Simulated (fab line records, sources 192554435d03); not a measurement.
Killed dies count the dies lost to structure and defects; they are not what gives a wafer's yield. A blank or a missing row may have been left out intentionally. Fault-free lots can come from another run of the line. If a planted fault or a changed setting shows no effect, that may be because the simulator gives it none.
fab line records    flow n5Finfet    part 1 of 2: steps 1 to 4 of 6
[record] lots = 22  wafers = 66  lastDay = 18
route steps=1938 shown FIN_SAQP@102
lots untouched by any fault: they come from a run of this same line in which no faults occurred
startH: hours from the record's opening day to when the first of the lot's shown wafers began    waitH: time in hours since the lot's previous step    " same as the row above    L1.1+2: one row covering several wafers at once    - value missing, or start not given    * or withheld: withheld    < > ~ a bound
route shown NAME@n: NAME is a module with steps in the file, n the number in the route of the first one    usual: mean/standard deviation taken from wafers without a fault    same: alike in all rows    chamber/n: place in a boat    sites: per-site readings    _std_site: how widely they spread, as a standard deviation    _edge_site: inner sites' mean taken away from outer sites' mean    radiusMm: for every site, how far away it sits from the centre of the wafer    mask NAME#n: copy n    behind: the most recent tool/chamber to have shaped the wafer    hold: why the lot was held/for how many hours/how that ended    device: which transistor (n, p or np) failed to switch    end of line: tests run on the same wafers once the route is complete    step lacking rows: just its recipe    killed: dies lost to structure and defects at the first sort, not the wafer's yield    map: a wafer's dies, marking killed ones x, the rest . and places with no die _
set.NAME: the setting as run; set.NAME@STEP: as run at that earlier step    model.NAME: the simulator's own value behind a step, which no gauge read
steps of the route over a sample of lots; a table a step, a row a wafer
services: when a tool's chamber went out of use (startH, in hours from the record's first day, below 0 if earlier), for how many hours, and the reason
[[steps]]
[step N5_FIN_SAQP_HM_DEP_72]
[recipe] material = SiO2  targetThkA = 120  tempC = 400  precursor = SiH4/N2O  pressureTorr = 0.75  rfW = 275  timeS = 7.2
[usual] heaterPowerW = 758/49  showerheadPlenumPTorr = 8.22/0.1
lot.wafer  tool      chamber  startH  waitH  heaterPowerW  showerheadPlenumPTorr
L074.2     pecvd-02  2        20.71   0.0    774           8.08
L074.3     "         1        "       "      709           8.25
L074.4     "         0        "       "      750           8.20
L075.1     pecvd-02  1        28.51   0.0    800           8.24
L075.4     "         2        "       "      780           8.09
L075.6     "         0        "       "      762           8.19
L076.2     pecvd-01  1        34.07   0.0    720           8.29
L076.3     "         0        "       "      838           8.38
L076.5     "         1        "       "      740           8.29
L077.2     pecvd-03  0        39.66   0.0    811           8.09
L077.4     "         1        "       "      786           8.39
L077.5     "         1        "       "      757           8.37
L078.2     pecvd-01  0        46.21   0.0    756           8.36
L078.5     "         1        "       "      775           8.30
L078.6     "         2        "       "      716           8.26
L079.2     pecvd-03  0        53.48   0.0    834           8.14
L079.4     "         2        "       "      798           8.11
L079.6     "         2        "       "      805           8.09
L081.3     pecvd-01  0        64.84   0.0    898           8.37
L081.5     "         1        "       "      770           8.28
L081.6     "         2        "       "      658           8.24
L082.1     pecvd-01  1        70.76   0.0    706           8.31
L082.2     "         2        "       "      675           8.25
L082.3     "         0        "       "      880           8.37
L083.1     pecvd-03  0        74.95   0.0    754           8.11
L083.3     "         2        "       "      787           8.09
L083.4     "         1        "       "      713           8.38
L084.3     pecvd-01  2        82.38   0.0    655           8.23
L084.4     "         0        "       "      810           8.37
L084.6     "         1        "       "      739           8.31
L085.2     pecvd-02  1        88.18   0.0    690           8.26
L085.4     "         0        "       "      779           8.20
L085.6     "         2        "       "      789           8.07
L086.1     pecvd-01  2        93.50   0.0    685           8.24
L086.2     "         1        "       "      725           8.29
L086.4     "         0        "       "      821           8.38
L088.2     pecvd-02  0        105.88  0.0    710           8.20
L088.3     "         2        "       "      757           8.07
L088.6     "         2        "       "      773           8.07
L089.1     pecvd-02  0        111.38  0.0    767           8.18
L089.2     "         2        "       "      742           8.10
L089.3     "         0        "       "      779           8.20
L090.1     pecvd-01  2        117.18  0.0    713           8.25
L090.2     "         1        "       "      736           8.29
L090.3     "         1        "       "      715           8.32
L091.1     pecvd-03  1        123.41  0.0    793           8.40
L091.2     "         2        "       "      683           8.09
L091.6     "         0        "       "      788           8.11
L092.4     pecvd-01  2        129.09  0.1    705           8.26
L092.5     "         1        "       "      717           8.30
L092.6     "         0        "       "      863           8.36
L093.1     pecvd-03  2        134.74  0.0    798           8.08
L093.5     "         0        "       "      808           8.11
L093.6     "         2        "       "      791           8.09
L094.3     pecvd-02  2        141.29  0.0    717           8.09
L094.4     "         0        "       "      785           8.21
L094.6     "         1        "       "      745           8.25
L095.2     pecvd-02  1        146.68  0.0    718           8.25
L095.3     "         2        "       "      768           8.07
L095.6     "         0        "       "      761           8.21
L096.1     pecvd-02  1        153.82  0.0    796           8.25
L096.4     "         0        "       "      765           8.20
L096.6     "         2        "       "      697           8.06
L097.1     pecvd-02  1        159.87  0.0    752           8.24
L097.2     "         0        "       "      762           8.22
L097.4     "         2        "       "      780           8.06
[step N5_FIN_SAQP_INSPECT_18]
[recipe] mode = adi  inspectInstrument = brightfield
[usual] rawDefectCount = 424/120
lot.wafer  tool              chamber  startH  waitH  rawDefectCount
L074.2     defectInspect-01  -        21.10   0.0    317
L074.3     "                 -        "       "      285
L074.4     "                 -        "       "      231
L075.1     defectInspect-01  -        29.02   0.0    557
L075.4     "                 -        "       "      244
L075.6     "                 -        "       "      305
L076.2     defectInspect-02  -        34.58   0.0    414
L076.3     "                 -        "       "      414
L076.5     "                 -        "       "      410
L077.2     defectInspect-02  -        40.20   0.0    413
L077.4     "                 -        "       "      451
L077.5     "                 -        "       "      338
L078.2     defectInspect-01  -        46.73   0.0    410
L078.5     "                 -        "       "      608
L078.6     "                 -        "       "      669
L079.2     defectInspect-01  -        54.02   0.0    543
L079.4     "                 -        "       "      410
L079.6     "                 -        "       "      556
L081.3     defectInspect-02  -        65.23   0.0    397
L081.5     "                 -        "       "      402
L081.6     "                 -        "       "      445
L082.1     defectInspect-02  -        71.15   0.0    393
L082.2     "                 -        "       "      257
L082.3     "                 -        "       "      499
L083.1     defectInspect-02  -        75.33   0.0    332
L083.3     "                 -        "       "      393
L083.4     "                 -        "       "      281
L084.3     defectInspect-01  -        82.77   0.0    505
L084.4     "                 -        "       "      497
L084.6     "                 -        "       "      623
L085.2     defectInspect-02  -        88.69   0.0    444
L085.4     "                 -        "       "      296
L085.6     "                 -        "       "      456
L086.1     defectInspect-01  -        94.01   0.0    565
L086.2     "                 -        "       "      485
L086.4     "                 -        "       "      557
L088.2     defectInspect-01  -        106.42  0.0    405
L088.3     "                 -        "       "      350
L088.6     "                 -        "       "      412
L089.1     defectInspect-02  -        111.92  0.0    502
L089.2     "                 -        "       "      420
L089.3     "                 -        "       "      473
L090.1     defectInspect-02  -        117.71  0.0    236
L090.2     "                 -        "       "      224
L090.3     "                 -        "       "      295
L091.1     defectInspect-01  -        123.79  0.0    494
L091.2     "                 -        "       "      321
L091.6     "                 -        "       "      501
L092.4     defectInspect-01  -        129.45  0.0    734
L092.5     "                 -        "       "      535
L092.6     "                 -        "       "      528
L093.1     defectInspect-01  -        135.25  0.0    439
L093.5     "                 -        "       "      284
L093.6     "                 -        "       "      227
L094.3     defectInspect-02  -        141.80  0.0    473
L094.4     "                 -        "       "      521
L094.6     "                 -        "       "      611
L095.2     defectInspect-01  -        147.19  0.0    339
L095.3     "                 -        "       "      552
L095.6     "                 -        "       "      416
L096.1     defectInspect-01  -        154.33  0.0    441
L096.4     "                 -        "       "      518
L096.6     "                 -        "       "      451
L097.1     defectInspect-01  -        160.38  0.0    507
L097.2     "                 -        "       "      506
L097.4     "                 -        "       "      364
[step N5_FIN_SAQP_ETCH_51]
[recipe] chemistry = CF4  target = SiARC  targetDepthA = 455  maskMaterial = CAR-ArF  timeS = 75.8  ionEnergyEv = 80  pressureMtorr = 40  sourceW = 545  biasW = 36  Ar_flow_sccm = 100  cf4FlowSccm = 100  ends = cleared
[usual] drypumpMotorCurrentA = 5.6/0.52  etchRfOnTimeS = 76.3/1.4  oesProductAu = 0.65/0.07  rfVppV = 184.0/1.1  showerheadPlenumPTorr = 2.12/0.062  throttleValvePct = 15.67/0.22
lot.wafer  tool        chamber  startH  waitH  drypumpMotorCurrentA  etchRfOnTimeS  oesProductAu  rfHoursCounterH  rfVppV  showerheadPlenumPTorr  throttleValvePct
L074.2     rieDiel-04  0        21.41   0.0    5.0                   75.2           0.62          198              183.7   2.12                   15.78
L074.3     "           1        "       "      6.0                   75.6           0.67          140              184.1   2.23                   15.84
L074.4     "           2        "       "      5.0                   74.5           0.62          209              184.6   2.11                   15.68
L075.1     rieDiel-02  0        29.09   0.0    5.1                   75.8           0.64          164              183.7   2.06                   16.01
L075.4     "           1        "       "      6.4                   79.4           0.60          203              185.9   2.12                   15.39
L075.6     "           1        "       "      6.4                   78.8           0.60          -                182.5   2.12                   15.36
L076.2     rieDiel-04  2        34.86   0.0    5.1                   74.3           0.63          213              183.8   2.11                   15.68
L076.3     "           1        "       "      6.0                   75.2           0.66          144              185.5   2.23                   15.85
L076.5     "           1        "       "      6.0                   74.9           0.66          -                183.7   2.23                   15.85
L077.2     rieDiel-02  1        40.34   0.0    6.4                   78.3           0.60          207              184.3   2.12                   15.39
L077.4     "           2        "       "      5.1                   74.6           0.81          8                184.4   2.09                   15.29
L077.5     "           3        "       "      5.3                   77.0           0.61          -                184.3   2.02                   15.70
L078.2     rieDiel-04  1        46.90   0.0    6.0                   75.2           0.66          149              184.8   2.23                   15.86
L078.5     "           1        "       "      6.0                   75.2           0.66          -                184.6   2.23                   15.86
L078.6     "           0        "       "      5.0                   75.4           0.62          -                183.2   2.11                   15.78
L079.2     rieDiel-02  3        54.09   0.0    5.3                   77.6           0.60          238              182.5   2.02                   15.74
L079.4     "           0        "       "      5.1                   76.5           0.62          173              182.7   2.05                   16.03
L079.6     "           0        "       "      5.1                   76.4           0.63          -                183.5   2.05                   16.03
L081.3     rieDiel-03  1        65.29   0.0    5.3                   75.3           0.75          35               182.7   2.10                   15.27
L081.5     "           3        "       "      5.1                   75.5           0.67          -                184.1   2.26                   15.64
L081.6     "           1        "       "      5.3                   75.2           0.77          -                183.4   2.10                   15.27
L082.1     rieDiel-02  1        71.26   0.0    6.4                   79.1           0.60          217              184.0   2.12                   15.42
L082.2     "           0        "       "      5.1                   77.0           0.63          179              183.9   2.05                   16.04
L082.3     "           3        "       "      5.3                   77.4           0.60          243              182.1   2.02                   15.73
L083.1     rieDiel-02  2        75.66   0.0    5.1                   74.8           0.78          21               183.0   2.09                   15.32
L083.3     "           1        "       "      6.4                   78.9           0.59          219              183.5   2.12                   15.42
L083.4     "           3        "       "      5.3                   76.7           0.60          246              183.0   2.02                   15.71
L084.3     rieDiel-04  2        83.20   0.0    5.0                   75.5           0.61          230              183.5   2.10                   15.71
L084.4     "           1        "       "      6.0                   75.8           0.65          160              186.1   2.22                   15.88
L084.6     "           3        "       "      6.2                   77.5           0.60          -                183.6   2.10                   15.62
L085.2     rieDiel-03  0        88.76   0.0    6.1                   74.8           0.83          2                184.9   2.10                   15.68
L085.4     "           1        "       "      5.3                   76.4           0.74          45               184.6   2.10                   15.27
L085.6     "           0        "       "      6.1                   74.8           0.84          -                183.7   2.10                   15.67
L086.1     rieDiel-04  0        94.08   0.0    5.0                   75.9           0.60          225              185.1   2.11                   15.81
L086.2     "           3        "       "      6.2                   77.6           0.60          231              184.2   2.10                   15.63
L086.4     "           2        "       "      5.1                   75.0           0.61          234              184.5   2.10                   15.72
L088.2     rieDiel-04  1        106.58  0.0    6.0                   76.4           0.64          167              183.6   2.22                   15.90
L088.3     "           2        "       "      5.1                   77.0           0.60          237              183.7   2.10                   15.74
L088.6     "           2        "       "      5.1                   75.5           0.61          -                182.4   2.10                   15.72
L089.1     rieDiel-04  3        112.17  0.0    6.2                   78.0           0.59          237              182.9   2.10                   15.65
L089.2     "           1        "       "      6.0                   75.8           0.64          169              185.5   2.22                   15.90
L089.3     "           2        "       "      5.1                   76.5           0.60          240              183.4   2.10                   15.73
L090.1     rieDiel-03  1        117.78  0.0    5.3                   74.8           0.74          54               183.8   2.09                   15.29
L090.2     "           3        "       "      5.1                   76.1           0.65          122              185.7   2.25                   15.69
L090.3     "           2        "       "      5.9                   75.1           0.62          196              184.1   2.11                   15.61
L091.1     rieDiel-04  1        123.86  0.0    6.0                   75.4           0.63          175              184.7   2.22                   15.90
L091.2     "           0        "       "      5.0                   76.2           0.59          236              184.0   2.10                   15.85
L091.6     "           1        "       "      6.0                   75.7           0.64          -                185.1   2.22                   15.91
L092.4     rieDiel-03  0        129.82  0.0    6.1                   73.6           0.80          -                185.1   2.10                   15.71
L092.5     "           2        "       "      5.9                   76.1           0.61          -                185.1   2.11                   15.61
L092.6     "           3        "       "      5.2                   76.5           0.65          -                186.3   2.25                   15.70
L093.1     rieDiel-02  2        135.32  0.0    5.1                   75.1           0.74          43               182.7   2.08                   15.37
L093.5     "           2        "       "      5.1                   74.6           0.75          -                183.6   2.08                   15.36
L093.6     "           1        "       "      6.4                   79.3           0.58          -                183.1   2.11                   15.46
L094.3     rieDiel-04  1        141.87  0.0    6.0                   75.9           0.63          181              185.1   2.21                   15.92
L094.4     "           3        "       "      6.2                   77.7           0.59          -                184.5   2.10                   15.66
L094.6     "           0        "       "      4.9                   76.3           0.59          -                185.4   2.10                   15.88
L095.2     rieDiel-04  0        147.26  0.0    5.0                   76.0           0.59          245              183.2   2.10                   15.86
L095.3     "           1        "       "      6.0                   74.8           0.63          183              185.2   2.21                   15.94
L095.6     "           1        "       "      6.0                   75.5           0.63          -                184.6   2.21                   15.93
L096.1     rieDiel-02  2        154.48  0.0    5.1                   75.0           0.74          50               183.7   2.08                   15.38
L096.4     "           3        "       "      5.3                   74.3           0.80          19               187.7   2.26                   15.30
L096.6     "           0        "       "      5.1                   76.2           0.61          -                183.7   2.04                   16.11
L097.1     rieDiel-03  3        160.58  0.0    5.1                   75.7           0.64          138              186.1   2.24                   15.72
L097.2     "           2        "       "      5.9                   76.1           0.61          212              183.9   2.11                   15.65
L097.4     "           1        "       "      5.3                   76.2           0.72          -                185.1   2.09                   15.31
[step N5_FIN_SAQP_ETCH_52]
[recipe] chemistry = N2/H2  target = SOC  targetDepthA = 1000  overetchA = 200  maskMaterial = SiARC  tempC = 40  timeS = 150  ionEnergyEv = 200  pressureMtorr = 30  sourceW = 840  biasW = 150  n2FlowSccm = 200  h2FlowSccm = 200  ends = endPoint
[usual] drypumpMotorCurrentA = 5.6/0.52  n2FlowSccm = 199.9/0.57  oesProductAu = 0.68/0.067  rfVppV = 523.2/2.2  showerheadPlenumPTorr = 2.52/0.077  throttleValvePct = 17.90/0.25
lot.wafer  tool        chamber  startH  waitH  drypumpMotorCurrentA  n2FlowSccm  oesProductAu  rfHoursCounterH  rfVppV  showerheadPlenumPTorr  throttleValvePct
L074.2     rieDiel-04  0        21.47   0.0    5.0                   200.4       0.65          198              523.6   2.55                   18.23
L074.3     "           1        "       "      6.0                   199.2       0.69          140              528.0   2.65                   18.12
L074.4     "           2        "       "      5.1                   200.3       0.65          209              523.1   2.52                   17.89
L075.1     rieDiel-02  0        29.15   0.0    5.1                   199.8       0.67          164              522.2   2.42                   18.09
L075.4     "           1        "       "      6.4                   200.0       0.65          203              522.1   2.52                   17.48
L075.6     "           1        "       "      6.4                   200.0       0.65          -                523.0   2.52                   17.48
L076.2     rieDiel-04  2        34.92   0.0    5.1                   200.6       0.65          213              523.2   2.52                   17.91
L076.3     "           1        "       "      6.0                   199.7       0.70          145              526.1   2.65                   18.13
L076.5     "           1        "       "      6.0                   199.8       0.69          -                525.6   2.65                   18.12
L077.2     rieDiel-02  1        40.39   0.0    6.4                   200.2       0.64          207              521.9   2.51                   17.48
L077.4     "           2        "       "      5.2                   200.1       0.84          8                522.3   2.51                   17.69
L077.5     "           3        "       "      5.3                   199.8       0.64          -                519.5   2.39                   17.82
L078.2     rieDiel-04  1        46.96   0.0    6.0                   200.4       0.68          149              527.7   2.64                   18.13
L078.5     "           1        "       "      6.0                   199.4       0.68          -                527.6   2.64                   18.14
L078.6     "           0        "       "      4.9                   200.2       0.64          -                522.9   2.55                   18.26
L079.2     rieDiel-02  3        54.14   0.0    5.3                   199.1       0.64          238              519.5   2.39                   17.80
L079.4     "           0        "       "      5.1                   200.8       0.66          174              519.5   2.42                   18.11
L079.6     "           0        "       "      5.1                   200.5       0.67          -                520.6   2.42                   18.11
L081.3     rieDiel-03  1        65.35   0.0    5.3                   199.1       0.79          35               521.6   2.48                   17.36
L081.5     "           3        "       "      5.2                   199.7       0.70          -                527.6   2.68                   17.84
L081.6     "           1        "       "      5.3                   200.3       0.79          -                521.8   2.48                   17.35
L082.1     rieDiel-02  1        71.32   0.0    6.5                   199.6       0.64          217              523.1   2.51                   17.50
L082.2     "           0        "       "      5.1                   200.7       0.66          179              520.7   2.42                   18.12
L082.3     "           3        "       "      5.3                   199.6       0.64          243              520.8   2.39                   17.85
L083.1     rieDiel-02  2        75.71   0.0    5.1                   200.1       0.81          21               521.3   2.51                   17.70
L083.3     "           1        "       "      6.4                   199.6       0.64          219              521.8   2.51                   17.51
L083.4     "           3        "       "      5.3                   200.4       0.63          246              520.3   2.39                   17.83
L084.3     rieDiel-04  2        83.26   0.0    5.1                   200.4       0.64          230              522.4   2.51                   17.94
L084.4     "           1        "       "      6.0                   201.4       0.68          160              527.3   2.64                   18.15
L084.6     "           3        "       "      6.2                   199.6       0.64          -                522.6   2.51                   17.81
L085.2     rieDiel-03  0        88.82   0.0    6.1                   199.7       0.86          2                523.0   2.50                   17.96
L085.4     "           1        "       "      5.3                   199.7       0.78          45               523.0   2.47                   17.38
L085.6     "           0        "       "      6.1                   200.6       0.86          -                523.6   2.50                   17.95
L086.1     rieDiel-04  0        94.14   0.0    5.0                   200.0       0.63          225              522.6   2.54                   18.30
L086.2     "           3        "       "      6.2                   199.7       0.64          231              523.8   2.51                   17.83
L086.4     "           2        "       "      5.1                   199.0       0.64          234              522.5   2.51                   17.93
L088.2     rieDiel-04  1        106.63  0.0    6.0                   199.6       0.67          167              527.2   2.64                   18.18
L088.3     "           2        "       "      5.1                   199.0       0.64          237              523.8   2.51                   17.94
L088.6     "           2        "       "      5.1                   199.6       0.64          -                523.2   2.51                   17.96
L089.1     rieDiel-04  3        112.22  0.0    6.2                   200.1       0.63          237              522.4   2.51                   17.83
L089.2     "           1        "       "      6.0                   199.9       0.67          169              526.4   2.64                   18.18
L089.3     "           2        "       "      5.1                   199.6       0.64          240              523.8   2.51                   17.95
L090.1     rieDiel-03  1        117.84  0.0    5.3                   200.6       0.76          54               521.4   2.47                   17.43
L090.2     "           3        "       "      5.2                   199.5       0.68          122              526.8   2.67                   17.86
L090.3     "           2        "       "      5.8                   199.7       0.65          196              523.7   2.53                   17.92
L091.1     rieDiel-04  1        123.92  0.0    6.0                   199.8       0.66          175              527.6   2.63                   18.18
L091.2     "           0        "       "      5.0                   199.8       0.63          236              522.4   2.54                   18.30
L091.6     "           1        "       "      6.0                   200.3       0.67          -                526.3   2.63                   18.17
L092.4     rieDiel-03  0        129.90  0.0    6.1                   199.5       0.82          -                522.7   2.50                   17.97
L092.5     "           2        "       "      5.8                   200.5       0.65          -                523.5   2.53                   17.94
L092.6     "           3        "       "      5.2                   200.3       0.69          -                525.8   2.67                   17.88
L093.1     rieDiel-02  2        135.38  0.0    5.1                   200.4       0.78          43               521.8   2.50                   17.76
L093.5     "           2        "       "      5.1                   200.6       0.78          -                522.7   2.50                   17.74
L093.6     "           1        "       "      6.4                   200.6       0.63          -                524.0   2.50                   17.54
L094.3     rieDiel-04  1        141.93  0.0    6.0                   199.3       0.66          181              526.9   2.63                   18.19
L094.4     "           3        "       "      6.2                   200.2       0.63          -                522.8   2.50                   17.85
L094.6     "           0        "       "      5.0                   199.9       0.63          -                521.8   2.53                   18.32
L095.2     rieDiel-04  0        147.31  0.0    5.0                   199.6       0.62          245              524.6   2.53                   18.31
L095.3     "           1        "       "      6.0                   199.0       0.66          183              525.9   2.63                   18.20
L095.6     "           1        "       "      6.0                   199.4       0.66          -                526.1   2.63                   18.19
L096.1     rieDiel-02  2        154.54  0.0    5.1                   198.4       0.76          50               521.7   2.49                   17.76
L096.4     "           3        "       "      5.3                   200.3       0.82          19               528.5   2.69                   17.44
L096.6     "           0        "       "      5.1                   200.3       0.65          -                520.6   2.41                   18.17
L097.1     rieDiel-03  3        160.63  0.0    5.2                   199.4       0.68          138              528.6   2.67                   17.90
L097.2     "           2        "       "      5.9                   200.1       0.63          212              524.1   2.52                   17.96
L097.4     "           1        "       "      5.3                   200.9       0.76          -                522.0   2.47                   17.42
